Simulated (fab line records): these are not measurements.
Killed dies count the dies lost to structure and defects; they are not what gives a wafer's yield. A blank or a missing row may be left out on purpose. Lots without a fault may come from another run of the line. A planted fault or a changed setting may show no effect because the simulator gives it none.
Which tool was responsible?    flow nand-harc    Sampling: 11 lots, 33 wafers, 4 of 1302 route steps

## WHAT THE GAUGES SHOWED, per wafer
No reading from a measuring or inspecting step in the record can be judged against a usual standard deviation.

## EACH LOT AND THE TOOL THAT RAN IT (in order: tool; ch and the chambers of the sampled wafers; start)
lot   NHARC_A_STAIRCASE_EXPOSE_214       NHARC_A_STAIRCASE_DESCUM_219        NHARC_A_STAIRCASE_TRIM_222                     NHARC_A_STAIRCASE_TRIM_229
L662  krf-scanner-01 ch 0, day 16 02:58  rie-diel-01 ch 0,1, day 16 03:20    rie-diel-01 ch 0,1, day 16 04:53 or earlier    rie-diel-01 ch 0,3, day 16 04:53
L663  krf-scanner-01 ch 0, day 16 07:39  rie-diel-03 ch 0,1,2, day 16 08:03  rie-diel-03 ch 0,1,3, day 16 09:08 or earlier  rie-diel-13 ch 0,1, day 16 09:08
L664  krf-scanner-03 ch 0, day 16 11:58  rie-diel-03 ch 0,2,3, day 16 12:21  rie-diel-03 ch 0,1,3, day 16 13:28 or earlier  rie-diel-03 ch 1,2,3, day 16 13:28
L667  krf-scanner-01 ch 0, day 18 08:28  rie-diel-13 ch 0,1,3, day 18 10:47  rie-diel-13 ch 1,2,3, day 18 12:48 or earlier  rie-diel-01 ch 2,3, day 18 12:48
L675  krf-scanner-04 ch 0, day 22 01:52  rie-diel-01 ch 0,1, day 22 02:14    rie-diel-01 ch 0,1,3, day 22 04:11 or earlier  rie-diel-01 ch 0,1,2, day 22 04:11
L674  krf-scanner-01 ch 0, day 22 04:20  rie-diel-13 ch 0,3, day 22 04:56    rie-diel-13 ch 1,2, day 22 06:23 or earlier    rie-diel-13 ch 0,2,3, day 22 06:23
L678  krf-scanner-03 ch 0, day 22 12:35  rie-diel-01 ch 1,2,3, day 22 12:57  rie-diel-01 ch 0,2,3, day 22 14:37 or earlier  rie-diel-13 ch 0,1, day 22 14:37
L680  krf-scanner-03 ch 0, day 23 07:04  rie-diel-13 ch 0,2,3, day 23 07:26  rie-diel-13 ch 2,3, day 23 08:34 or earlier    rie-diel-13 ch 0,1,3, day 23 08:34
L679  krf-scanner-04 ch 0, day 23 07:28  rie-diel-01 ch 0,2,3, day 23 07:52  rie-diel-01 ch 0,1, day 23 08:58 or earlier    rie-diel-01 ch 2,3, day 23 08:58
L681  krf-scanner-04 ch 0, day 23 19:51  rie-diel-01 ch 2,3, day 23 20:14    rie-diel-01 ch 1,3, day 23 21:33 or earlier    rie-diel-01 ch 1,3, day 23 21:33
L683  krf-scanner-04 ch 0, day 25 15:00  rie-diel-13 ch 2,3, day 25 15:23    rie-diel-13 ch 0,1,3, day 25 16:32 or earlier  rie-diel-01 ch 0,2,3, day 25 16:32
- NHARC_A_STAIRCASE_EXPOSE_214: exposes mask STAIR 3.
- NHARC_A_STAIRCASE_DESCUM_219: chemistry O2, time 3 s.
- NHARC_A_STAIRCASE_TRIM_222: chemistry O2, time 211.2 s.
- NHARC_A_STAIRCASE_TRIM_229: chemistry O2, time 211.2 s.

## AS READ BY THE TOOLS THEMSELVES (means over the sampled wafers that have a number; for cases with no such wafer, the mark the record gives instead)
NHARC_A_STAIRCASE_EXPOSE_214.
lot   tool            exposure-dose-mJ-cm2  focus-offset-nm (nm)
L662  krf-scanner-01  31.29                 -0.0
L663  krf-scanner-01  31.24                 -0.3
L664  krf-scanner-03  31.25                 0.3
L667  krf-scanner-01  23.66                 -0.1
L675  krf-scanner-04  31.25                 0.2
L674  krf-scanner-01  23.65                 0.2
L678  krf-scanner-03  31.22                 0.9
L680  krf-scanner-03  31.28                 0.7
L679  krf-scanner-04  31.24                 0.0
L681  krf-scanner-04  31.24                 0.6
L683  krf-scanner-04  31.24                 -0.0

NHARC_A_STAIRCASE_DESCUM_219.
lot   tool         drypump-motor-current-A (A)  oes-product-au (a.u.)  rf-vpp-V (V)  showerhead-plenum-p-Torr (Torr)  throttle-valve-pct (%)
L662  rie-diel-01  5.8                          1.005                  57.9          1.95                             11.301
L663  rie-diel-03  6.0                          1.008                  58.2          1.84                             11.314
L664  rie-diel-03  5.9                          1.010                  56.7          1.80                             11.313
L667  rie-diel-13  5.5                          0.992                  57.9          1.92                             11.311
L675  rie-diel-01  5.8                          1.002                  58.1          1.94                             11.313
L674  rie-diel-13  5.6                          0.987                  57.9          1.91                             11.305
L678  rie-diel-01  6.0                          1.003                  56.9          1.88                             11.307
L680  rie-diel-13  5.7                          0.986                  58.1          1.93                             11.310
L679  rie-diel-01  6.0                          0.982                  57.7          1.86                             11.311
L681  rie-diel-01  6.0                          0.995                  57.5          1.83                             11.307
L683  rie-diel-13  5.7                          1.000                  58.4          1.94                             11.306

NHARC_A_STAIRCASE_TRIM_222.
lot   tool         drypump-motor-current-A (A)  oes-product-au (a.u.)  rf-vpp-V (V)  showerhead-plenum-p-Torr (Torr)  throttle-valve-pct (%)
L662  rie-diel-01  5.8                          0.998                  58.2          3.60                             17.044
L663  rie-diel-03  5.8                          1.022                  57.2          3.42                             17.032
L664  rie-diel-03  5.8                          1.017                  57.3          3.41                             17.030
L667  rie-diel-13  5.6                          0.991                  57.7          3.58                             17.037
L675  rie-diel-01  6.0                          0.993                  57.8          3.50                             17.038
L674  rie-diel-13  5.9                          0.999                  57.9          3.69                             17.046
L678  rie-diel-01  6.0                          0.989                  58.1          3.44                             17.031
L680  rie-diel-13  5.8                          0.985                  59.1          3.58                             17.036
L679  rie-diel-01  5.9                          1.000                  58.0          3.57                             17.048
L681  rie-diel-01  6.1                          0.998                  57.8          3.41                             17.037
L683  rie-diel-13  5.5                          0.980                  58.4          3.51                             17.032

NHARC_A_STAIRCASE_TRIM_229.
lot   tool         drypump-motor-current-A (A)  oes-product-au (a.u.)  rf-vpp-V (V)  showerhead-plenum-p-Torr (Torr)  throttle-valve-pct (%)
L662  rie-diel-01  6.2                          0.993                  56.9          3.42                             17.039
L663  rie-diel-13  5.8                          1.002                  58.4          3.64                             17.026
L664  rie-diel-03  5.8                          1.010                  57.6          3.43                             17.053
L667  rie-diel-01  6.2                          0.987                  57.0          3.37                             17.030
L675  rie-diel-01  5.8                          1.001                  57.9          3.54                             17.032
L674  rie-diel-13  5.7                          0.993                  57.3          3.55                             17.031
L678  rie-diel-13  5.8                          0.987                  57.7          3.61                             17.039
L680  rie-diel-13  5.5                          0.991                  57.1          3.52                             17.045
L679  rie-diel-01  6.2                          0.995                  57.7          3.35                             17.032
L681  rie-diel-01  5.9                          1.006                  57.9          3.51                             17.033
L683  rie-diel-01  6.1                          0.998                  56.2          3.43                             17.041

## THE ANSWER, worked out from the rows above alone
Rule: usual is defined by the lots themselves. Put in order of their means at a reading, lots are off if they are a third of the lots or fewer, leave a main group of 4 or more, and stand apart from it by a gap of 3 or more times the standard deviation of the main group's means; of several such gaps the widest counts. Not used: any main group whose means are identical at the precision the tables above print for the reading. Also off: a lot with no number at a reading for which 4 or more lots have one. All remaining lots with rows at the step are treated as sound. After the gauges, taken in route order, come the tools' own readings; for these a lot's mean is taken, as printed above. The first step at which some lot is off is used, and at that step the reading that is off furthest; a lot without a number counts as furthest.
Off at NHARC_A_STAIRCASE_EXPOSE_214 (exposure-dose-mJ-cm2): L667, L674. The main group: mean 31.25, standard deviation 0.021.
If a tool, at that step or one of the process steps before it, ran each lot that is off and ran no sound lot following the first of them, it fits. One candidate fits, namely krf-scanner-01 at NHARC_A_STAIRCASE_EXPOSE_214. Its last sound lot is L663 (day 16 07:39), its first lot that is off L667 (day 18 08:28): a fault that began between those two fits.
On the lots that are off, the tool's own readings at NHARC_A_STAIRCASE_EXPOSE_214 differ by more than 5 times the standard deviation of the sound lots' means, which bears it out; exposure-dose-mJ-cm2 reads 23.66 there versus 31.25 on the sound lots.

## WHAT WAS PUT IN BY THE SIMULATOR
Process parameter drift: krf-scanner-01, from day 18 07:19 on, at NHARC_A_STAIRCASE_EXPOSE_214. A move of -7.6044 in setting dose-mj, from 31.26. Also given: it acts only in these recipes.
Lots struck among those shown: L667, L674. The rule given above showed the same thing.
